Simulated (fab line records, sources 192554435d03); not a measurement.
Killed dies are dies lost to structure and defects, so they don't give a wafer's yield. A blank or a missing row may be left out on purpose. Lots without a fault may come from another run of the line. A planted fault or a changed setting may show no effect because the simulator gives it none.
Chamber matching | flow n5_finfet | N5_BEOL_M3_DESCUM_33 on rie_diel-04: 4 sister chambers
The step chemistry O2, time 7 s. 4 wafers are shown with their chamber, then 12 later ones without.

WAFERS WITH THEIR CHAMBER
wafer  | chamber | showerhead_plenum_p_Torr (Torr)
L086.2 | 2       | 1.98
L086.3 | 1       | 2.10
L086.5 | 3       | 2.07
L086.6 | 0       | 2.10

WAFERS WITHOUT THEIR CHAMBER
wafer  | showerhead_plenum_p_Torr (Torr)
L090.1 | 2.06
L090.2 | 1.98
L090.6 | 1.98
L091.1 | 2.10
L091.2 | 1.97
L091.3 | 2.09
L091.4 | 2.06
L091.5 | 2.09
L091.6 | 2.09
L092.2 | 2.06
L092.4 | 2.09
L092.6 | 2.06

WHICH CHAMBER EACH WENT THROUGH
wafer  | from the rows above          | in truth
L090.1 | 3                            | 3
L090.2 | 2                            | 2
L090.6 | 2                            | 2
L091.1 | can't be placed: 0 or 1      | 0
L091.2 | 2                            | 2
L091.3 | can't be placed: 0 or 1 or 3 | 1
L091.4 | 3                            | 3
L091.5 | can't be placed: 0 or 1 or 3 | 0
L091.6 | can't be placed: 0 or 1 or 3 | 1
L092.2 | 3                            | 3
L092.4 | can't be placed: 0 or 1 or 3 | 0
L092.6 | 3                            | 3
Placed correctly: 7 of 12. Can't be placed from these rows: 5 (the true chamber is among the candidates in 5). Placed wrongly: 0.
How it was worked out, from the rows above alone: a wafer's distance from a chamber is the root of the sum, over the readings, of the square of ((its reading less the chamber's mean) divided by the reading's scatter). The wafer belongs to the nearest chamber; if the next one is less than 2 further off, it can't be placed. A chamber's mean is the mean of its shown wafers. The scatter: with one shown wafer a chamber, the root of the mean of the squares of how far each hidden wafer lies from its nearest shown one.
